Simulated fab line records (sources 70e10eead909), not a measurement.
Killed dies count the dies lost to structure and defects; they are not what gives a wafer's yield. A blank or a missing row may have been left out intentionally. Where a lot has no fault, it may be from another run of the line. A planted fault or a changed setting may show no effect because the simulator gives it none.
fab line records	flow nandHarc
[record] lots = 6	wafers = 18	lastDay = 24
route steps=1159 shown P_M2@324 END@1159
lots that met no fault: from a run of the same line without faults
startH: start of the lot's first displayed wafer, in hours after the record's first day	waitH: hours elapsed since this lot's preceding step	" the same as in the row above	L1.1+2: a row that stands for several wafers	- either no value or no given start	* or withheld: withheld	< > ~ a bound
route shown NAME@n: a module of which the file shows steps, and the number in the route of the first	usual: the fault-free wafers' mean and standard deviation	same: alike in all rows	chamber/n: place in a boat	sites: the reading at each site	_std_site: their standard deviation	_edge_site: mean of outer sites minus mean of inner sites	radiusMm: for every site, how far away it sits from the centre of the wafer	mask NAME#n: copy n	behind: the last tool/chamber to shape the wafer	hold: why the lot went on hold/how many hours it stayed there/how the hold came to an end	device: the n, p or np transistor that did not switch	end of line: tests run on the same wafers once the route is complete	a step without rows: its recipe alone	killed: dies lost to structure and defects at the first sort, not the wafer's yield	map: a wafer's dies, x killed, . not, _ none there
set.NAME: the run value of the setting; set.NAME@STEP: its run value at that earlier step	model.NAME: the simulator's own value behind a step, which no gauge read
lots at some steps of the route; a table a step, a row a wafer
services: a tool's chamber out of use, with start hour (startH, from the record's first day; less than 0 if before it), hours out, and reason
[[steps]]
[step NHARC_P_M2_EBR_05]
[step NHARC_P_M2_EXPOSE_06]
[recipe] na = 1.35	targetCdNm = 170	doseMj = 80.78	maskId = P_M2
[step NHARC_P_M2_PEB_07]
[recipe] pebTempC = 100	pebTimeS = 65
[step NHARC_P_M2_DEVELOP_08]
[recipe] developTimeS = 35	devTempC = 23
[step NHARC_P_M2_CD_MEAS_09]
[recipe] targetCdNm = 170	landingEnergyEv = 500
[usual] cdNm = 170.1/0.47
lot.wafer	tool	chamber	startH	waitH	cdNm
L363.3	cdSem-03	0	138.16	-	170.0
L363.4	"	0	"	"	170.6
L363.5	"	0	"	"	170.4
L372.1	cdSem-03	0	175.55	-	170.0
L372.2	"	0	"	"	170.1
L372.4	"	0	"	"	170.5
L374.1	cdSem-03	0	187.62	-	169.2
L374.2	"	0	"	"	169.4
L374.5	"	0	"	"	169.2
L378.1	cdSem-01	0	223.05	-	169.0
L378.2	"	0	"	"	169.6
L378.5	"	0	"	"	169.7
L379.1	cdSem-03	0	227.71	-	169.0
L379.3	"	0	"	"	169.1
L379.5	"	0	"	"	169.3
L382.1	cdSem-01	0	241.08	-	170.6
L382.3	"	0	"	"	170.0
L382.6	"	0	"	"	170.5
[step NHARC_P_M2_OVL_MEAS_10]
[recipe] pitchNm = 340
[usual] overlayXNm = -0.1/0.64	overlayYNm = 0.1/0.79
lot.wafer	tool	chamber	startH	waitH	overlayXNm	overlayYNm
L363.3	overlay-01	-	138.24	-	-0.2	-0.5
L363.4	"	-	"	"	0.3	0.1
L363.5	"	-	"	"	0.4	0.3
L372.1	overlay-02	-	175.64	-	-1.3	-0.3
L372.2	"	-	"	"	-1.2	-0.7
L372.4	"	-	"	"	-0.7	-0.2
L374.1	overlay-01	-	187.71	-	0.4	-0.4
L374.2	"	-	"	"	0.0	-0.5
L374.5	"	-	"	"	0.2	-0.7
L378.1	overlay-02	-	223.14	-	-0.7	0.0
L378.2	"	-	"	"	-0.4	-0.5
L378.5	"	-	"	"	-0.3	-0.5
L379.1	overlay-02	-	227.80	-	0.5	0.4
L379.3	"	-	"	"	0.5	0.8
L379.5	"	-	"	"	-0.1	0.8
L382.1	overlay-01	-	241.17	-	-0.2	-0.7
L382.3	"	-	"	"	0.4	-1.1
L382.6	"	-	"	"	0.6	-0.7
[step NHARC_P_M2_INSPECT_11]
[usual] rawDefectCount = 4.5/2.8
lot.wafer	tool	chamber	startH	waitH	rawDefectCount
L363.3	defectInspect-01	-	138.29	0.1	2
L363.4	"	-	"	"	2
L363.5	"	-	"	"	4
L372.1	defectInspect-01	-	175.68	0.0	1
L372.2	"	-	"	"	2
L372.4	"	-	"	"	9
L374.1	defectInspect-01	-	187.75	0.0	4
L374.2	"	-	"	"	6
L374.5	"	-	"	"	4
L378.1	defectInspect-01	-	223.18	0.0	15
L378.2	"	-	"	"	7
L378.5	"	-	"	"	5
L379.1	defectInspect-01	-	227.84	0.0	2
L379.3	"	-	"	"	3
L379.5	"	-	"	"	1
L382.1	defectInspect-02	-	241.20	0.0	7
L382.3	"	-	"	"	2
L382.6	"	-	"	"	4
[step NHARC_P_M2_DESCUM_14]
[recipe] timeS = 3	o2FlowSccm = 200	arFlowSccm = 0	biasPowerW = 0	chemistry = O2
[usual] drypumpMotorCurrentA = 5.6/0.38	oesProductAu = 1.002/0.009	rfVppV = 57.8/0.87	showerheadPlenumPTorr = 1.91/0.085	throttleValvePct = 11.312/0.0085
lot.wafer	tool	chamber	startH	waitH	drypumpMotorCurrentA	oesProductAu	rfHoursCounterH	rfVppV	showerheadPlenumPTorr	throttleValvePct
L363.4	rieDiel-05	0	138.37	0.1	5.1	1.000	4	56.8	1.86	11.306
L363.3	"	1	"	"	5.7	0.984	5	56.5	1.84	11.304
L363.5	"	0	"	"	5.1	0.994	-	57.5	1.86	11.306
L372.4	rieDiel-05	3	175.74	0.1	5.3	1.006	0	58.0	2.03	11.321
L372.1	"	0	"	"	5.0	0.989	0	56.3	1.86	11.309
L372.2	"	2	"	"	5.9	1.000	0	57.8	1.99	11.321
L374.1	rieDiel-01	3	187.81	0.1	6.2	0.997	11	57.1	1.90	11.319
L374.2	"	2	"	"	5.6	0.981	3	57.2	1.88	11.317
L374.5	"	3	"	"	6.2	0.996	-	57.5	1.90	11.308
L378.1	rieDiel-01	0	223.25	0.1	5.7	1.008	16	57.8	1.77	11.318
L378.2	"	2	"	"	5.6	1.002	9	58.5	1.88	11.305
L378.5	"	3	"	"	6.2	1.013	-	56.7	1.89	11.319
L379.1	rieDiel-05	2	227.92	0.1	5.9	1.005	2	57.7	1.99	11.317
L379.3	"	0	"	"	5.1	0.990	2	56.4	1.86	11.317
L379.5	"	3	"	"	5.3	1.009	-	57.1	2.03	11.314
L382.1	rieDiel-05	0	241.27	0.1	5.1	0.983	3	58.1	1.86	11.314
L382.3	"	2	"	"	5.9	1.014	3	57.5	1.99	11.318
L382.6	"	1	"	"	5.7	1.007	-	56.2	1.84	11.316
[step NHARC_P_M2_ETCH_35]
[recipe] targetDepthA = 400	overetchA = 120	timeS = 43.94	ionEnergyEv = 200	n2FlowSccm = 150	h2FlowSccm = 150	arFlowSccm = 0	rfW = 400	biasW = 150	chemistry = N2/H2
[usual] biasW = 150.0/0.46	drypumpMotorCurrentA = 5.6/0.37	oesProductAu = 1.002/0.011	rfVppV = 430.4/2.6	showerheadPlenumPTorr = 2.03/0.092	throttleValvePct = 14.171/0.01
lot.wafer	tool	chamber	startH	waitH	biasW	drypumpMotorCurrentA	oesProductAu	rfHoursCounterH	rfVppV	showerheadPlenumPTorr	throttleValvePct
L363.4	rieDiel-05	3	138.45	0.1	149.5	5.3	1.016	4	434.0	2.16	14.173
L363.3	"	2	"	"	149.4	6.0	1.017	4	432.3	2.12	14.174
L363.5	"	0	"	"	150.0	5.1	0.993	-	428.7	1.99	14.176
L372.2	rieDiel-05	3	175.83	0.1	150.1	5.3	1.015	0	433.6	2.16	14.172
L372.1	"	1	"	"	149.9	5.7	0.998	0	428.3	1.96	14.176
L372.4	"	2	"	"	150.2	6.0	1.016	0	433.4	2.12	14.174
L374.1	rieDiel-01	2	187.90	0.1	150.0	5.6	0.992	3	429.9	2.00	14.154
L374.2	"	3	"	"	149.9	6.2	0.997	11	431.5	2.02	14.172
L374.5	"	2	"	"	150.2	5.6	0.989	-	429.9	2.00	14.164
L378.1	rieDiel-01	3	223.32	0.1	149.6	6.2	1.016	16	430.4	2.02	14.182
L378.2	"	2	"	"	150.0	5.6	0.990	9	430.3	2.00	14.180
L378.5	"	3	"	"	149.9	6.2	1.005	-	430.7	2.02	14.169
L379.3	rieDiel-05	0	228.01	0.1	149.6	5.1	0.981	2	428.8	1.98	14.163
L379.1	"	2	"	"	150.7	6.0	1.008	2	432.4	2.12	14.147
L379.5	"	0	"	"	149.9	5.1	0.990	-	428.8	1.98	14.170
L382.3	rieDiel-05	3	241.35	0.1	151.2	5.3	1.005	3	433.1	2.16	14.171
L382.1	"	0	"	"	150.7	5.1	0.987	3	428.6	1.98	14.172
L382.6	"	0	"	"	151.1	5.1	0.988	-	428.9	1.98	14.166
[step NHARC_P_M2_ETCH_15]
[recipe] targetDepthA = 1825	timeS = 91.2	c4f8FlowSccm = withheld	arFlowSccm = 400	rfW = 600	biasW = 300	chemistry = C4F8/Ar
[usual] biasW = 300.0/1	oesProductAu = 0.952/0.026	rfVppV = 440.6/2.7
lot.wafer	tool	chamber	startH	waitH	biasW	oesProductAu	rfHoursCounterH	rfVppV
L363.4	rieDiel-05	3	-	-	299.7	0.933	4	444.0
L363.3	"	0	"	"	298.0	0.924	4	438.0
L363.5	"	3	"	"	299.6	0.925	-	443.5
L372.2	rieDiel-05	3	-	-	300.3	0.965	0	444.1
L372.4	"	0	"	"	300.7	0.959	0	439.1
L372.1	"	1	"	"	298.4	0.989	0	439.3
L374.1	rieDiel-01	1	-	-	301.4	0.915	12	436.9
L374.2	"	2	"	"	299.5	0.962	3	440.1
L374.5	"	3	"	"	298.5	0.913	-	441.0
L378.1	rieDiel-01	0	-	-	298.8	0.934	16	436.1
L378.2	"	3	"	"	300.4	0.930	16	439.6
L378.5	"	1	"	"	299.2	0.932	-	436.9
L379.1	rieDiel-05	1	-	-	299.1	0.985	2	438.4
L379.3	"	2	"	"	299.4	0.975	2	442.4
L379.5	"	3	"	"	301.9	0.967	-	443.8
L382.3	rieDiel-05	2	-	-	301.8	0.993	3	442.9
L382.1	"	0	"	"	299.5	0.970	3	440.1
L382.6	"	1	"	"	299.3	0.968	-	439.2
[step NHARC_P_M2_CD_MEAS_16]
[usual] cdNm = 169.9/0.66
lot.wafer	tool	chamber	startH	waitH	cdNm
L363.3	cdSem-01	-	138.67	-	169.9
L363.4	"	-	"	"	170.0
L363.5	"	-	"	"	170.1
L372.1	cdSem-02	-	176.05	-	169.8
L372.2	"	-	"	"	170.6
L372.4	"	-	"	"	170.2
L374.1	cdSem-02	-	188.11	-	168.2
L374.2	"	-	"	"	169.0
L374.5	"	-	"	"	168.0
L378.1	cdSem-02	-	223.54	-	169.1
L378.2	"	-	"	"	169.5
L378.5	"	-	"	"	168.8
L379.1	cdSem-01	-	228.22	-	169.2
L379.3	"	-	"	"	169.7
L379.5	"	-	"	"	170.1
L382.1	cdSem-03	-	241.58	-	170.4
L382.3	"	-	"	"	170.7
L382.6	"	-	"	"	170.3
[step NHARC_P_M2_STRIP_18]
[recipe] powerW = 1000	n2FlowSccm = 150	h2FlowSccm = 150	arFlowSccm = 0	biasW = 0	chemistry = N2/H2
[usual] drypumpMotorCurrentA = 5.6/0.4	oesProductAu = 1.001/0.011	rfVppV = 90.8/0.99	showerheadPlenumPTorr = 2.05/0.093	throttleValvePct = 14.172/0.0094
[same] biasW = 0
lot.wafer	tool	chamber	startH	waitH	drypumpMotorCurrentA	oesProductAu	rfHoursCounterH	rfVppV	showerheadPlenumPTorr	throttleValvePct
L363.4	rieDiel-09	2	138.78	0.1	5.6	0.987	14	90.9	2.13	14.172
L363.3	"	3	"	"	5.6	1.018	15	91.9	2.17	14.167
L363.5	"	2	"	"	5.6	0.986	-	92.2	2.13	14.160
L372.2	rieDiel-09	0	176.12	0.1	6.3	0.978	31	91.9	2.11	14.172
L372.1	"	1	"	"	5.0	1.007	29	89.6	1.92	14.180
L372.4	"	2	"	"	5.6	0.983	30	90.3	2.12	14.174
L374.1	rieDiel-09	3	188.19	0.1	5.6	1.010	36	90.8	2.16	14.174
L374.2	"	0	"	"	6.4	0.989	34	90.9	2.11	14.173
L374.5	"	3	"	"	5.6	1.017	-	92.2	2.16	14.180
L378.1	rieDiel-05	2	223.62	0.1	5.9	1.006	2	90.8	2.12	14.169
L378.2	"	0	"	"	5.1	0.986	2	90.6	1.98	14.155
L378.5	"	3	"	"	5.3	1.017	-	92.2	2.16	14.174
L379.3	rieDiel-05	1	228.29	0.1	5.7	1.013	2	88.6	1.96	14.168
L379.1	"	0	"	"	5.1	0.994	2	90.9	1.98	14.183
L379.5	"	1	"	"	5.7	1.011	-	90.0	1.96	14.171
L382.1	rieDiel-05	3	241.68	0.1	5.3	1.011	3	91.7	2.16	14.169
L382.3	"	0	"	"	5.1	1.004	3	90.8	1.98	14.162
L382.6	"	2	"	"	6.0	1.022	-	91.4	2.12	14.174
[step NHARC_P_M2_ETCH_28]
[recipe] targetDepthA = 300	overEtchFrac = 0.3	timeS = 72.99	ionEnergyEv = 150	cf4FlowSccm = 50	n2FlowSccm = 100	arFlowSccm = 150	rfW = 300	biasW = 100	chemistry = CF4/N2
[usual] biasW = 99.98/0.3	drypumpMotorCurrentA = 5.6/0.42	oesProductAu = 1.001/0.012	rfVppV = 314.4/1.9	showerheadPlenumPTorr = 2.64/0.11	throttleValvePct = 19.794/0.0087
lot.wafer	tool	chamber	startH	waitH	biasW	drypumpMotorCurrentA	oesProductAu	rfHoursCounterH	rfVppV	showerheadPlenumPTorr	throttleValvePct
L363.4	rieDiel-09	1	139.00	-	100.44	5.0	1.013	14	312.6	2.49	19.788
L363.3	"	2	"	"	99.58	5.6	0.987	14	315.5	2.73	19.813
L363.5	"	1	"	"	100.26	5.0	1.010	-	310.8	2.49	19.796
L372.1	rieDiel-09	0	176.42	-	100.32	6.4	0.988	32	314.3	2.70	19.788
L372.2	"	1	"	"	100.12	5.0	1.006	29	311.8	2.48	19.795
L372.4	"	3	"	"	99.79	5.6	0.847	32	316.7	2.77	19.777
L374.2	rieDiel-09	3	188.43	-	100.27	5.6	0.857	36	317.6	2.77	19.789
L374.1	"	2	"	"	100.36	5.6	0.993	33	316.4	2.72	19.786
L374.5	"	3	"	"	100.39	5.6	0.851	-	318.7	2.77	19.805
L378.1	rieDiel-05	2	223.86	-	100.27	5.9	1.008	2	315.9	2.72	19.799
L378.2	"	1	"	"	99.98	5.7	1.005	2	312.2	2.53	19.799
L378.5	"	1	"	"	99.83	5.7	0.997	-	312.7	2.53	19.799
L379.3	rieDiel-05	3	228.53	-	99.99	5.3	1.010	2	317.7	2.77	19.786
L379.1	"	1	"	"	99.96	5.7	1.009	2	312.2	2.53	19.806
L379.5	"	3	"	"	100.49	5.3	1.009	-	316.8	2.77	19.794
L382.1	rieDiel-05	1	241.89	-	99.25	5.7	0.999	3	312.1	2.53	19.783
L382.3	"	3	"	"	99.92	5.3	1.004	3	314.8	2.77	19.800
L382.6	"	1	"	"	99.80	5.7	1.007	-	314.1	2.53	19.798
[step NHARC_P_M2_STRIP_19]
[recipe] timeS = 600	tempC = 30	chemistry = postEtchResidueRemover
[step NHARC_END_SORT_01]
[recipe] tempC = 25
[usual] defectLimitedYield = 95.8/1.4	killedAtArray = 24/8.8	killedAtOther = 0.7/0.99	killedAtPeriphery = 3.5/2.6	killedDies = 28/9.3	killedOpen = 3.2/1.7	killedShort = 1.7/1.4	sort_bin_2_pct = 1.3/0.6	sort_bin_3_pct = 0.24/0.2	sort_bin_4_pct = 2.6/0.88	sortNPass = 649/9.3	sortRimYieldPct = 94/3.2	sortYieldPct = 95.8/1.4
[same] grossDies = 677	sort_bin_5_pct[%] = 0	sort_bin_6_pct[%] = 0	sort_bin_7_pct[%] = 0	sort_bin_8_pct[%] = 0	sortRimNGross = 106.00
lot.wafer	tool	chamber	startH	waitH	defectLimitedYield[%]	killedAtArray	killedAtOther	killedAtPeriphery	killedDies	killedOpen	killedShort	sort_bin_2_pct[%]	sort_bin_3_pct[%]	sort_bin_4_pct[%]	sortNPass	sortRimYieldPct[%]	sortYieldPct[%]
L363.3	prober-02	0	449.62	3.1	97.3	16	1	1	18	1	0	0.6	0.15	1.9	659	95	97.3
L363.4	prober-02	0	450.42	3.4	96.3	24	1	0	25	3	3	1.2	0.15	2.4	652	92	96.3
L363.5	prober-02	0	451.23	3.7	96.0	21	2	4	27	7	1	0.9	0.44	2.7	650	96	96.0
L374.1	prober-01	0	504.16	2.5	96.6	20	0	3	23	0	2	1.3	0.15	1.9	654	95	96.6
L374.2	prober-01	0	504.95	2.8	94.2	30	1	8	39	4	1	1.6	0.15	4.0	638	92	94.2
L374.5	prober-01	0	507.32	3.7	95.7	26	0	3	29	5	0	1.0	0.15	3.1	648	90	95.7
L372.1	prober-02	0	514.02	2.5	96.0	26	0	1	27	3	0	1.3	0.30	2.4	650	92	96.0
L372.2	prober-02	0	514.82	2.8	95.9	26	0	2	28	2	0	0.9	0.15	3.1	649	94	95.9
L372.4	prober-02	0	516.42	3.4	96.0	23	0	4	27	4	3	1.2	0.15	2.7	650	90	96.0
L378.1	prober-02	0	543.77	2.5	94.7	24	0	12	36	2	0	1.5	0.30	3.5	641	92	94.7
L378.2	prober-02	0	544.57	2.8	95.7	20	0	9	29	3	3	1.3	0.15	2.8	648	90	95.7
L378.5	prober-02	0	546.98	3.7	95.0	28	0	6	34	3	3	2.5	0.89	1.6	643	92	95.0
// killed by level:class
L363.3 A_CHANNEL_HOLE_D1:chamberFilmFlake=11 A_WL_FILL:geometricParticle:open=1 P_BONDPAD:chamberFilmFlake=1 A_STAIRCASE:chamberFilmFlake=1 A_SLIT:chamberFilmFlake=1 A_WL_FILL:chamberFilmFlake=1 A_CONTACT:chamberFilmFlake=1 THIN_TSV:chamberFilmFlake=1
L363.4 A_CHANNEL_HOLE_D1:chamberFilmFlake=10 A_WL_FILL:chamberFilmFlake=5 A_WL_FILL:geometricParticle:short=2 A_CONTACT:geometricParticle:open=2 A_SLIT:chamberFilmFlake=2 A_SGD_CUT:geometricParticle:short=1 A_BLC:geometricParticle:open=1 A_STAIRCASE:chamberFilmFlake=1
L363.5 A_CHANNEL_HOLE_D1:chamberFilmFlake=11 A_CONTACT:geometricParticle:open=3 A_WL_FILL:chamberFilmFlake=3 THIN_TSV:chamberFilmFlake=2 P_M0:geometricParticle:open=1 P_M1:geometricParticle:open=1 P_M2:geometricParticle:open=1 A_CONTACT:geometricParticle:short=1
L374.1 A_STAIRCASE:chamberFilmFlake=5 A_CHANNEL_HOLE_D1:chamberFilmFlake=4 A_SLIT:chamberFilmFlake=3 A_SGD_CUT:chamberFilmFlake=2 A_CONTACT:chamberFilmFlake=2 A_M1:chamberFilmFlake=2 P_GATE:geometricParticle:short=1 A_M0:geometricParticle:short=1
L374.2 A_STAIRCASE:chamberFilmFlake=10 A_SLIT:chamberFilmFlake=9 P_ZERO_WELL:chamberFilmFlake=3 A_CHANNEL_HOLE_D1:chamberFilmFlake=3 A_WL_FILL:chamberFilmFlake=3 P_M0:chamberFilmFlake=2 P_M0:geometricParticle:open=1 P_M2:geometricParticle:open=1
L374.5 A_SLIT:chamberFilmFlake=9 A_STAIRCASE:chamberFilmFlake=7 A_SGD_CUT:chamberFilmFlake=2 A_WL_FILL:chamberFilmFlake=2 P_CONTACT:geometricParticle:open=1 A_ONON_D1:geometricParticle:open=1 A_CHANNEL_FILL_D1:geometricParticle:open=1 A_SGD_CUT:geometricParticle:open=1
L372.1 A_SLIT:chamberFilmFlake=10 A_CONTACT:chamberFilmFlake=5 A_CHANNEL_HOLE_D1:chamberFilmFlake=2 A_STAIRCASE:chamberFilmFlake=2 A_SGD_CUT:chamberFilmFlake=2 A_WL_FILL:chamberFilmFlake=2 P_M1:geometricParticle:open=1 A_CHANNEL_HOLE_D1:geometricParticle:open=1
L372.2 A_SLIT:chamberFilmFlake=12 A_WL_FILL:chamberFilmFlake=5 A_CONTACT:chamberFilmFlake=4 A_CHANNEL_HOLE_D1:chamberFilmFlake=2 P_CONTACT:geometricParticle:open=1 A_BLC:geometricParticle:open=1 P_M2:chamberFilmFlake=1 A_STAIRCASE:chamberFilmFlake=1
L372.4 A_CONTACT:chamberFilmFlake=9 A_SLIT:chamberFilmFlake=6 A_WL_FILL:chamberFilmFlake=2 P_CONTACT:geometricParticle:open=1 P_M1:geometricParticle:short=1 P_M1:geometricParticle:open=1 A_CHANNEL_HOLE_D1:geometricParticle:short=1 A_CONTACT:geometricParticle:open=1
L378.1 A_SLIT:chamberFilmFlake=13 P_CONTACT:chamberFilmFlake=8 P_GATE:chamberFilmFlake=4 A_CHANNEL_HOLE_D1:chamberFilmFlake=3 A_CONTACT:chamberFilmFlake=3 A_CHANNEL_FILL_D1:chamberFilmFlake=2 A_SGD_CUT:geometricParticle:open=1 A_BLC:geometricParticle:open=1
L378.2 A_SLIT:chamberFilmFlake=8 P_CONTACT:chamberFilmFlake=5 A_CHANNEL_HOLE_D1:chamberFilmFlake=4 A_CONTACT:chamberFilmFlake=3 A_CHANNEL_FILL_D1:chamberFilmFlake=2 P_STI:geometricParticle:short=1 P_M1:geometricParticle:open=1 P_M2:geometricParticle:open=1
L378.5 A_SLIT:chamberFilmFlake=16 A_CHANNEL_HOLE_D1:chamberFilmFlake=5 A_WL_FILL:geometricParticle:short=3 P_CONTACT:chamberFilmFlake=2 P_GATE:geometricParticle:open=1 P_M1:geometricParticle:open=1 A_BLC:geometricParticle:open=1 P_GATE:chamberFilmFlake=1
[[services]]
tool	chamber	startH	hours	kind
rieDiel-05	0	118.18	-	clean
rieDiel-05	1	118.18	-	clean
rieDiel-05	2	118.18	-	clean
rieDiel-05	3	118.18	-	clean
rieDiel-01	-	137.84	9.0	pm
rieDiel-05	0	142.68	-	clean
rieDiel-05	1	142.68	-	clean
rieDiel-05	2	142.68	-	clean
rieDiel-05	3	142.68	-	clean
rieDiel-05	-	163.60	9.0	pm
rieDiel-05	0	163.60	9.0	ventCycle
rieDiel-05	1	163.60	9.0	ventCycle
rieDiel-05	2	163.60	9.0	ventCycle
rieDiel-05	3	163.60	9.0	ventCycle
rieDiel-05	0	172.60	-	clean
rieDiel-05	1	172.60	-	clean
rieDiel-05	2	172.60	-	clean
rieDiel-05	3	172.60	-	clean
rieDiel-05	0	197.10	-	clean
rieDiel-05	1	197.10	-	clean
rieDiel-05	2	197.10	-	clean
rieDiel-05	3	197.10	-	clean
rieDiel-09	3	216.37	5.0	repair
rieDiel-05	3	223.82	1.4	repair
[[key]]
[firstSign] step = NHARC_P_M2_ETCH_28	reading = oesProductAu	direction = down	sigmas = 13	usual = 1.001	struck = 0.851
effect none on later readings
metAt NHARC_P_M2_ETCH_28
struckWafers L372.4,L374.2,L374.5
[fault] kind = processParameterDrift	tool = rieDiel-09	chamber = 3	onsetH = 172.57	steps = NHARC_P_M2_ETCH_28	channel = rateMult	offset = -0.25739	shape = step	endH = 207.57
